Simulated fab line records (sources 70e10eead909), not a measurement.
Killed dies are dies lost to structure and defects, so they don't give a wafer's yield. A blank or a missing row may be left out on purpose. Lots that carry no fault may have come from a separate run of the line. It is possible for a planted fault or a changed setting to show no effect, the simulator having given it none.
fab line records	flow nand_harc
[record] lots = 14	wafers = 42	last_day = 33
route steps=1302 shown A_CHANNEL_FILL_D1@517 A_DECK1_JOINT@539 A_ONON_D2@546 END@1302
lots with no fault: from the same line, run without faults
start_h: hours from the record's first day to the start of the lot's first wafer shown	wait_h: time in hours since the lot's previous step	" same as the row above	L1.1+2: a single row standing in for several wafers	- no value, or no start given	* or withheld: withheld	< > ~ a bound
route shown NAME@n: names a module that has steps shown in the file, with the first one's number in the route	usual: mean/standard deviation of fault-free wafers	same: alike in all rows	chamber/n: place in a boat	sites: readings site by site	_std_site: the values' standard deviation	_edge_site: the outer-site mean with the inner-site mean subtracted	radius_mm: for every site, how far away it sits from the centre of the wafer	mask NAME#n: copy n	behind: the tool/chamber that last shaped the wafer	hold: reason for holding the lot/hours on hold/outcome of the hold	device: transistor that didn't switch, given as n, p or np	end of line: the route-end tests of the same wafers	a step given without rows: its recipe and nothing more	killed: at the first sort, the dies lost to defects and structure; wafer yield is something else	map: a wafer's dies, marking killed ones x, the rest . and places with no die _
set.NAME: setting as actually run; set.NAME@STEP: the setting as run at that earlier step	model.NAME: the simulator's own value behind a step, which no gauge read
route steps across a sampled set of lots; one table per step, one row per wafer
services: when a tool's chamber went out of use (start_h, in hours from the record's first day, below 0 if earlier), for how many hours, and the reason
[[steps]]
[step NHARC_A_CHANNEL_FILL_D1_INSPECT_13]
[usual] raw_defect_count = 274/100
lot.wafer	tool	chamber	start_h	wait_h	raw_defect_count
L560.3	defect_inspect-01	-	236.32	0.0	615
L560.4	"	-	"	"	411
L560.6	"	-	"	"	338
L569.2	defect_inspect-02	-	324.62	0.0	181
L569.5	"	-	"	"	238
L569.6	"	-	"	"	137
L571.1	defect_inspect-01	-	341.89	0.0	559
L571.3	"	-	"	"	320
L571.4	"	-	"	"	380
L570.1	defect_inspect-02	-	353.64	0.0	271
L570.4	"	-	"	"	314
L570.6	"	-	"	"	301
L572.2	defect_inspect-01	-	361.83	0.0	357
L572.5	"	-	"	"	170
L572.6	"	-	"	"	425
L574.1	defect_inspect-02	-	382.15	0.0	337
L574.2	"	-	"	"	578
L574.4	"	-	"	"	258
L575.3	defect_inspect-02	-	387.12	0.0	364
L575.4	"	-	"	"	200
L575.6	"	-	"	"	441
L576.1	defect_inspect-02	-	400.98	0.0	348
L576.3	"	-	"	"	231
L576.5	"	-	"	"	257
L577.3	defect_inspect-01	-	400.98	0.0	338
L577.4	"	-	"	"	403
L577.6	"	-	"	"	242
L578.1	defect_inspect-02	-	417.69	0.0	250
L578.4	"	-	"	"	238
L578.5	"	-	"	"	219
L579.4	defect_inspect-01	-	434.57	0.0	284
L579.5	"	-	"	"	152
L579.6	"	-	"	"	152
L581.1	defect_inspect-02	-	447.98	0.0	277
L581.4	"	-	"	"	183
L581.6	"	-	"	"	221
L582.4	defect_inspect-02	-	458.43	0.0	160
L582.5	"	-	"	"	161
L582.6	"	-	"	"	158
L583.2	defect_inspect-01	-	458.43	0.0	349
L583.4	"	-	"	"	254
L583.6	"	-	"	"	265
[step NHARC_A_DECK1_JOINT_CMP_02]
[recipe] material = SiOx
[usual] motor_current_A = 12.8/1.5
lot.wafer	tool	chamber	start_h	wait_h	motor_current_A
L560.3	cmp-02	0	267.50	0.4	13.6
L560.4	"	2	"	"	15.4
L560.6	"	0	"	"	13.1
L569.2	cmp-02	2	360.59	0.4	15.2
L569.5	"	0	"	"	13.4
L569.6	"	1	"	"	12.5
L571.1	cmp-03	1	377.40	0.4	12.1
L571.4	"	2	"	"	12.6
L571.3	"	0	"	"	14.3
L570.1	cmp-02	1	388.47	0.4	12.0
L570.4	"	2	"	"	14.9
L570.6	"	1	"	"	12.6
L572.2	cmp-02	1	394.05	0.4	12.3
L572.6	"	0	"	"	13.6
L572.5	"	1	"	"	12.1
L575.3	cmp-03	2	419.45	0.4	12.4
L575.4	"	0	"	"	13.5
L575.6	"	2	"	"	12.6
L574.4	cmp-01	3	419.47	0.4	12.3
L574.1	"	0	"	"	11.0
L574.2	"	1	"	"	15.4
L576.1	cmp-03	3	434.18	0.4	12.0
L576.3	"	1	"	"	12.2
L576.5	"	0	"	"	13.1
L577.4	cmp-01	1	434.23	0.4	15.1
L577.3	"	2	"	"	14.2
L577.6	"	0	"	"	11.6
L578.1	cmp-01	0	454.63	0.4	11.0
L578.4	"	2	"	"	14.0
L578.5	"	0	"	"	11.1
L579.4	cmp-02	2	468.01	0.4	14.5
L579.5	"	2	"	"	14.7
L579.6	"	3	"	"	10.1
L581.4	cmp-02	1	485.32	0.4	12.9
L581.1	"	2	"	"	14.6
L581.6	"	2	"	"	15.3
L583.2	cmp-01	1	500.28	0.4	15.8
L583.4	"	0	"	"	10.8
L583.6	"	2	"	"	13.3
L582.4	cmp-02	3	500.30	0.4	10.2
L582.6	"	2	"	"	14.1
L582.5	"	3	"	"	10.6
[step NHARC_A_ONON_D2_THK_MEAS_02]
[recipe] thk_meas_gauge = ellipsometry
[usual] thk_nm = 999/7.8
lot.wafer	tool	chamber	start_h	wait_h	thk_nm
L560.3	film_metro-01	-	268.78	-	993
L560.4	"	-	"	"	994
L560.6	"	-	"	"	994
L569.2	film_metro-01	-	361.83	-	1008
L569.5	"	-	"	"	1008
L569.6	"	-	"	"	1009
L571.1	film_metro-01	-	378.68	-	1002
L571.3	"	-	"	"	1001
L571.4	"	-	"	"	1000
L570.1	film_metro-01	-	389.85	-	992
L570.4	"	-	"	"	993
L570.6	"	-	"	"	993
L572.2	film_metro-02	-	395.32	-	981
L572.5	"	-	"	"	982
L572.6	"	-	"	"	982
L575.3	film_metro-01	-	420.73	-	993
L575.4	"	-	"	"	991
L575.6	"	-	"	"	992
L574.1	film_metro-02	-	420.74	-	1000
L574.2	"	-	"	"	998
L574.4	"	-	"	"	998
L577.3	film_metro-02	-	435.46	-	1002
L577.4	"	-	"	"	1000
L577.6	"	-	"	"	1002
L576.1	film_metro-01	-	435.48	-	994
L576.3	"	-	"	"	994
L576.5	"	-	"	"	996
L578.1	film_metro-01	-	455.90	-	1004
L578.4	"	-	"	"	1005
L578.5	"	-	"	"	1004
L579.4	film_metro-01	-	469.30	-	991
L579.5	"	-	"	"	993
L579.6	"	-	"	"	994
L581.1	film_metro-01	-	486.60	-	1000
L581.4	"	-	"	"	998
L581.6	"	-	"	"	1000
L582.4	film_metro-02	-	501.56	-	1011
L582.5	"	-	"	"	1010
L582.6	"	-	"	"	1011
L583.2	film_metro-01	-	501.56	-	1001
L583.4	"	-	"	"	1003
L583.6	"	-	"	"	1003
[step NHARC_A_ONON_D2_DEP_06]
[recipe] target_thk_a = 10000	n2_flow_sccm = 2750	n2o_flow_sccm = 2000	nh3_flow_sccm = 500	sih4_flow_sccm = 210	temp_c = 400
lot.wafer	tool	chamber	start_h	wait_h
L560.3+4+6	pecvd_onon-03	0	269.52	0.2
L569.2+5+6	pecvd_onon-02	0	362.50	0.1
L571.1+3+4	pecvd_onon-02	0	379.30	0.1
L570.1+4+6	pecvd_onon-04	0	390.47	0.1
L572.2+5+6	pecvd_onon-04	0	396.00	0.1
L574.1+2+4	pecvd_onon-04	0	421.36	0.1
L575.3+4+6	pecvd_onon-03	0	421.46	0.2
L576.1+3+5	pecvd_onon-02	0	436.10	0.1
L577.3+4+6	pecvd_onon-04	0	436.20	0.2
L578.1+4+5	pecvd_onon-04	0	456.52	0.1
L579.4+5+6	pecvd_onon-02	0	470.10	0.2
L581.1+4+6	pecvd_onon-02	0	487.22	0.1
L583.2+4+6	pecvd_onon-03	0	502.24	0.1
L582.4+5+6	pecvd_onon-02	0	502.34	0.2
[step NHARC_A_ONON_D2_THK_MEAS_08]
[recipe] thk_meas_gauge = ellipsometry
[usual] thk_nm = 1000/8.2
lot.wafer	tool	chamber	start_h	wait_h	thk_nm
L560.3	film_metro-02	-	269.91	-	1008
L560.4	"	-	"	"	1008
L560.6	"	-	"	"	1008
L569.2	film_metro-01	-	362.95	-	1001
L569.5	"	-	"	"	1166
L569.6	"	-	"	"	1001
L571.1	film_metro-01	-	379.81	-	987
L571.3	"	-	"	"	986
L571.4	"	-	"	"	1151
L570.1	film_metro-01	-	390.98	-	990
L570.4	"	-	"	"	989
L570.6	"	-	"	"	989
L572.2	film_metro-02	-	396.45	-	1003
L572.5	"	-	"	"	1003
L572.6	"	-	"	"	1005
L575.3	film_metro-01	-	421.86	-	996
L575.4	"	-	"	"	995
L575.6	"	-	"	"	996
L574.1	film_metro-02	-	421.86	-	1003
L574.2	"	-	"	"	1004
L574.4	"	-	"	"	1005
L577.3	film_metro-02	-	436.60	-	1008
L577.4	"	-	"	"	1007
L577.6	"	-	"	"	1007
L576.1	film_metro-01	-	436.61	-	1005
L576.3	"	-	"	"	1005
L576.5	"	-	"	"	1005
L578.1	film_metro-02	-	457.03	-	1010
L578.4	"	-	"	"	1012
L578.5	"	-	"	"	1008
L579.4	film_metro-02	-	470.44	-	996
L579.5	"	-	"	"	997
L579.6	"	-	"	"	996
L581.1	film_metro-02	-	487.73	-	1006
L581.4	"	-	"	"	1005
L581.6	"	-	"	"	1007
L582.4	film_metro-01	-	502.68	-	999
L582.5	"	-	"	"	998
L582.6	"	-	"	"	1001
L583.2	film_metro-02	-	502.69	-	1002
L583.4	"	-	"	"	1001
L583.6	"	-	"	"	1000
[step NHARC_END_SORT_01]
[recipe] temp_c = 25
[usual] killed_at_array = 56/18	killed_at_other = 1.4/1.5	killed_at_periphery = 4/3.1	killed_dies = 61/19	killed_open = 3.5/1.8	killed_short = 2.4/1.4
[same] gross_dies = 677
lot.wafer	tool	chamber	start_h	wait_h	killed_at_array	killed_at_other	killed_at_periphery	killed_dies	killed_open	killed_short
L569.2	prober-01	0	655.53	2.8	47	0	7	54	6	4
L569.5	prober-01	0	657.92	3.7	660	3	14	677	4	4
L569.6	prober-01	0	658.72	4.0	40	1	5	46	2	2
L571.1	prober-02	0	684.31	2.5	50	4	7	61	7	2
L571.3	prober-02	0	685.90	3.1	45	5	5	55	2	3
L571.4	prober-02	0	686.70	3.4	671	0	6	677	3	0
L577.3	prober-02	0	716.00	3.1	56	2	1	59	5	1
L577.4	prober-02	0	716.80	3.4	48	4	3	55	7	1
L577.6	prober-02	0	718.40	4.0	46	2	4	52	4	2
L576.1	prober-01	0	721.77	2.5	54	1	7	62	1	1
L576.3	prober-01	0	723.37	3.1	68	3	2	73	3	3
L576.5	prober-01	0	724.97	3.7	64	1	7	72	4	0
L579.5	prober-01	0	764.96	3.7	35	0	2	37	2	2
// killed by level:class
L569.2 A_CHANNEL_HOLE_D2:chamber_film_flake=16 A_STAIRCASE:chamber_film_flake=9 A_CHANNEL_HOLE_D1:chamber_film_flake=6 A_CONTACT:chamber_film_flake=4 P_CONTACT:chamber_film_flake=3 P_BONDPAD:chamber_film_flake=3 A_CHANNEL_FILL_D1:geometric_particle:open=2 A_BLC:geometric_particle:open=2
L569.5 A_ONON_D2:area_dep=617 A_CHANNEL_HOLE_D2:chamber_film_flake=14 A_STAIRCASE:chamber_film_flake=11 A_CONTACT:chamber_film_flake=6 P_BONDPAD:chamber_film_flake=5 A_CHANNEL_HOLE_D1:chamber_film_flake=4 P_CONTACT:chamber_film_flake=3 THIN_TSV:chamber_film_flake=3
L569.6 A_CHANNEL_HOLE_D2:chamber_film_flake=15 A_STAIRCASE:chamber_film_flake=9 A_CHANNEL_HOLE_D1:chamber_film_flake=7 P_BONDPAD:chamber_film_flake=3 A_CONTACT:chamber_film_flake=3 P_CONTACT:chamber_film_flake=2 A_DECK1_JOINT:geometric_particle:open=1 A_SGD_CUT:geometric_particle:short=1
L571.1 A_SLIT:chamber_film_flake=29 P_GATE:chamber_film_flake=4 A_CHANNEL_HOLE_D1:chamber_film_flake=4 THIN_TSV:chamber_film_flake=4 A_CHANNEL_FILL_D1:geometric_particle:open=3 A_BLC:geometric_particle:open=3 P_BONDPAD:chamber_film_flake=3 A_STAIRCASE:chamber_film_flake=3
L571.3 A_SLIT:chamber_film_flake=29 THIN_TSV:chamber_film_flake=4 A_CONTACT:chamber_film_flake=3 P_STI:chamber_film_flake=2 P_BONDPAD:chamber_film_flake=2 A_CHANNEL_HOLE_D2:chamber_film_flake=2 A_STAIRCASE:chamber_film_flake=2 A_WL_FILL:chamber_film_flake=2
L571.4 A_ONON_D2:area_dep=625 A_SLIT:chamber_film_flake=36 P_BONDPAD:chamber_film_flake=3 A_CHANNEL_HOLE_D1:chamber_film_flake=3 P_GATE:chamber_film_flake=2 A_CONTACT:chamber_film_flake=2 P_CONTACT:geometric_particle:open=1 A_SGD_CUT:geometric_particle:open=1
L577.3 A_CHANNEL_HOLE_D1:chamber_film_flake=36 A_CONTACT:chamber_film_flake=7 A_SLIT:chamber_film_flake=3 A_STAIRCASE:chamber_film_flake=2 THIN_TSV:chamber_film_flake=2 A_ONON_D1:geometric_particle:open=1 A_CHANNEL_HOLE_D1:geometric_particle:open=1 A_CHANNEL_FILL_D1:geometric_particle:open=1
L577.4 A_CHANNEL_HOLE_D1:chamber_film_flake=30 A_CONTACT:chamber_film_flake=8 THIN_TSV:chamber_film_flake=4 A_STAIRCASE:chamber_film_flake=2 A_SLIT:chamber_film_flake=2 P_GATE:geometric_particle:open=1 P_CONTACT:geometric_particle:open=1 P_M1:geometric_particle:open=1
L577.6 A_CHANNEL_HOLE_D1:chamber_film_flake=33 A_SLIT:chamber_film_flake=6 A_CONTACT:chamber_film_flake=3 P_M1:geometric_particle:open=2 THIN_TSV:chamber_film_flake=2 P_CONTACT:geometric_particle:open=1 P_M2:geometric_particle:open=1 A_ONON_D2:geometric_particle:short=1
L576.1 A_SLIT:chamber_film_flake=28 A_CHANNEL_HOLE_D2:chamber_film_flake=17 P_GATE:chamber_film_flake=5 A_CHANNEL_HOLE_D1:chamber_film_flake=3 A_SGD_CUT:chamber_film_flake=2 A_WL_FILL:chamber_film_flake=2 P_M0:geometric_particle:open=1 STARTING-WAFER:geometric_particle:short=1
L576.3 A_SLIT:chamber_film_flake=31 A_CHANNEL_HOLE_D2:chamber_film_flake=16 A_CHANNEL_HOLE_D1:chamber_film_flake=10 A_CHANNEL_FILL_D2:chamber_film_flake=3 THIN_TSV:chamber_film_flake=2 P_CONTACT:geometric_particle:open=1 A_DECK1_JOINT:geometric_particle:open=1 A_WL_FILL:geometric_particle:short=1
L576.5 A_SLIT:chamber_film_flake=28 A_CHANNEL_HOLE_D2:chamber_film_flake=18 A_CHANNEL_HOLE_D1:chamber_film_flake=11 P_GATE:chamber_film_flake=6 P_M0:geometric_particle:open=1 A_SOURCE_PLATE:geometric_particle:open=1 A_CHANNEL_FILL_D1:geometric_particle:open=1 A_CHANNEL_FILL_D2:geometric_particle:open=1
L579.5 A_CHANNEL_HOLE_D1:chamber_film_flake=16 A_SLIT:chamber_film_flake=4 A_CHANNEL_FILL_D1:chamber_film_flake=3 A_CHANNEL_HOLE_D2:chamber_film_flake=2 A_CONTACT:chamber_film_flake=2 P_GATE:geometric_particle:open=1 A_ONON_D2:geometric_particle:short=1 A_ONON_D2:geometric_particle:open=1
[[services]]
tool	chamber	start_h	hours	kind
cmp-01	-	244.39	47.5	repair
cmp-03	-	253.25	3.3	repair
cmp-03	-	261.76	4.0	pm
cmp-01	-	291.89	4.0	pm
pecvd_onon-04	-	311.50	13.0	pm
cmp-02	-	330.50	4.0	pm
cmp-02	-	334.50	-	consumable_replace:conditioner
cmp-02	-	337.19	4.4	repair
cmp-03	-	357.21	1.1	repair
cmp-03	-	359.76	4.0	pm
pecvd_onon-02	-	366.00	13.0	pm
cmp-01	-	389.89	4.0	pm
pecvd_onon-03	-	408.00	13.0	pm
cmp-02	-	413.96	0.2	repair
cmp-01	-	416.55	0.3	repair
cmp-03	-	417.25	1.8	repair
cmp-02	-	421.25	0.8	repair
cmp-02	-	428.50	4.0	pm
cmp-03	-	448.28	12.3	repair
cmp-03	-	460.61	4.0	pm
cmp-03	-	470.99	0.5	repair
cmp-01	-	487.89	4.0	pm
pecvd_onon-04	-	492.81	13.0	pm
cmp-03	-	496.45	1.1	repair
[[key]]
[first_sign] step = NHARC_A_ONON_D2_THK_MEAS_08	reading = thk_nm	direction = up	sigmas = 19	usual = 1000	struck = 1158
[effect] step = NHARC_END_SORT_01	reading = killed_at_array	direction = up	sigmas = 33	usual = 56	struck = 666
[more_kills_born_at] NHARC_A_ONON_D2_DEP_06@pecvd_onon-02 = 1242
met_at NHARC_A_ONON_D2_DEP_06
struck_lots L569,L571
struck_wafers L569.5,L571.4
later_rows_left_out L569.5,L571.4
tester_left_out L569,L571
not_acting_at NHARC_A_CHANNEL_FILL_D1_INSPECT_13,NHARC_A_DECK1_JOINT_CMP_02,NHARC_A_ONON_D2_THK_MEAS_02
[fault] kind = process_parameter_drift	tool = pecvd_onon-02	chamber = -	onset_h = 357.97	steps = NHARC_A_ONON_D2_DEP_06	channel = target_thk_a	offset = *	shape = step	end_h = 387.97	scope = struck_wafers_only	acts_in = *	stated = *
// tester_left_out: of these lots the tester's yield and bins aren't shown, on N5 and GAA mostly nor the transistor test; their killed dies are dies lost to structure and defects alone, not to doping, threshold or leakage, so they don't give the yield
// later_rows_left_out: the simulator's readings of these wafers behind a module that went badly wrong aren't trusted and aren't shown, but for the sort
